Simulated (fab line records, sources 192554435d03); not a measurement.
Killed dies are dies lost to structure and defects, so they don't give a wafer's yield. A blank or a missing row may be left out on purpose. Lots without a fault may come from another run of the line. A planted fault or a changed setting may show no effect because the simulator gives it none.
A struck lot beside a sound one | flow n5_finfet | 32 steps out of a route of 1938
Sound: wafers L575.2, L575.3, L575.6. Struck: wafer L579.5. (L579.4 of the same lot was not struck and is left out.) The cause comes at the end.
At each step with rows: each side's tool, then ch and its chambers, then its first start. Under that, the readings that differ: sound wafers | struck wafers | difference of the means | sigmas: that difference in standard deviations of wafers without a fault.
alike: readings whose means differ by less than 2 such deviations, and words and numbers that are the same on both sides. not compared: withheld readings, readings that some wafer has no value for, bounds like >300 that may hide the same value, and numbers for which the record gives no deviation and whose values overlap.
The two part at a step that has a row with sigmas, a row that says differs or no value, or rows on one side only. Numbers that don't overlap but have no deviation are shown without sigmas and don't part them. A reading that every wafer of one side lacks parts them only if that side has two wafers or more.

first, 10 steps without rows for these wafers: N5_DUMMY_GATE_ETCH_44 (etches poly-Si in HBr/O2, stops on SiO2, target depth 127.5 nm); N5_DUMMY_GATE_ETCH_42 (etches SiO2 in CHF3/O2, target depth 3.5 nm, time 31 s); N5_DUMMY_GATE_STRIP_48 (strips in N2/H2, time 20 s); N5_DUMMY_GATE_PRECLEAN_33 (cleans in dHF, time 10 s); N5_DUMMY_GATE_PRECLEAN_25 (cleans in O3/DIW, time 45 s); N5_DUMMY_GATE_PRECLEAN_51 (cleans in SC2, time 45 s); N5_DUMMY_GATE_SRD_26 (time 30 s); N5_DUMMY_GATE_UV_OZONE_45 (time 120 s); N5_SPACER0_ALD_07 (deposits SiNx, target thk 2 nm); N5_SPACER0_ALD_00 (deposits SiOCN, target thk 3.5 nm, pulse time 3 s, purge time 2 s).
N5_SPACER0_ALD_08: deposits SiNx, target thk 2 nm.
  sound on ald_sin-04 ch 0,1,3, day 6 14:18; struck on ald_sin-03 ch 2, day 7 13:52
  reading                                  | sound | struck | difference | sigmas
  model.SiNx_of_SPACER0_ALD_08.thk_nm (nm) | 2 2 2 | 3.4    | +1.4       |
  alike: chamber_pressure_Torr, heater_power_w
then, 18 steps without rows for these wafers: N5_SD_EPI_N_COAT_32 (time 60 s, resist thk 350 nm); N5_SD_EPI_N_COAT_33 (time 60 s, resist thk 35 nm); N5_SD_EPI_N_COAT_03 (resist thk 150 nm); N5_SD_EPI_N_EBR_05; N5_SD_EPI_N_SOFTBAKE_04 (time 60 s); N5_SD_EPI_N_EXPOSE_06 (exposes mask SD N BLK, target cd 120 nm); N5_SD_EPI_N_PEB_07 (peb time 60 s); N5_SD_EPI_N_DEVELOP_08 (develop time 30 s); N5_SD_EPI_N_DESCUM_14 (chemistry O2, time 7.9 s); N5_SD_EPI_N_ETCH_34 (etches SiARC in CF4, target depth 45.5 nm, time 75.8 s); N5_SD_EPI_N_ETCH_35 (etches SOC in N2/H2, overetch 108 nm, time 486 s); N5_SD_EPI_N_STRIP_36 (strips in N2/H2); N5_SD_EPI_N_ETCHBACK_44 (etches SiNx in CH3F/O2, stops on SiO2, target depth 14.5 nm); N5_SD_EPI_N_ETCH_45 (etches SiOCN in CH3F/O2, target depth 6 nm); N5_SD_EPI_N_ETCH_16 (etches SiO2 in CHF3/O2, target depth 5 nm); N5_SD_EPI_N_STRIP_47 (strips in CHF3/O2); N5_SD_EPI_N_SD_RECESS_17 (chemistry HBr/Cl2/O2, target depth 41 nm, time 23.7 s, bt time 3 s); N5_SD_EPI_N_STRIP_38 (strips in N2/H2).
N5_SD_EPI_N_WET_ETCH_43: etches SiO2 in dHF, time 14 s, target depth 1.5 nm.
  sound on wet_bench-01 ch 2,5,6, day 6 15:49; struck on wet_bench-01 ch 0, day 7 15:15
  reading                                  | sound       | struck | difference | sigmas
  model.SiNx_of_SPACER0_ALD_08.thk_nm (nm) | 1.6 1.6 1.6 | 3      | +1         |
then, 2 steps without rows for these wafers: N5_SD_EPI_N_STRIP_18 (strips in SPM, time 750 s); N5_PASSIVATION_PROBE_49.

WHERE THEY PART
Nowhere in this record.

WHY: what the simulator had put in
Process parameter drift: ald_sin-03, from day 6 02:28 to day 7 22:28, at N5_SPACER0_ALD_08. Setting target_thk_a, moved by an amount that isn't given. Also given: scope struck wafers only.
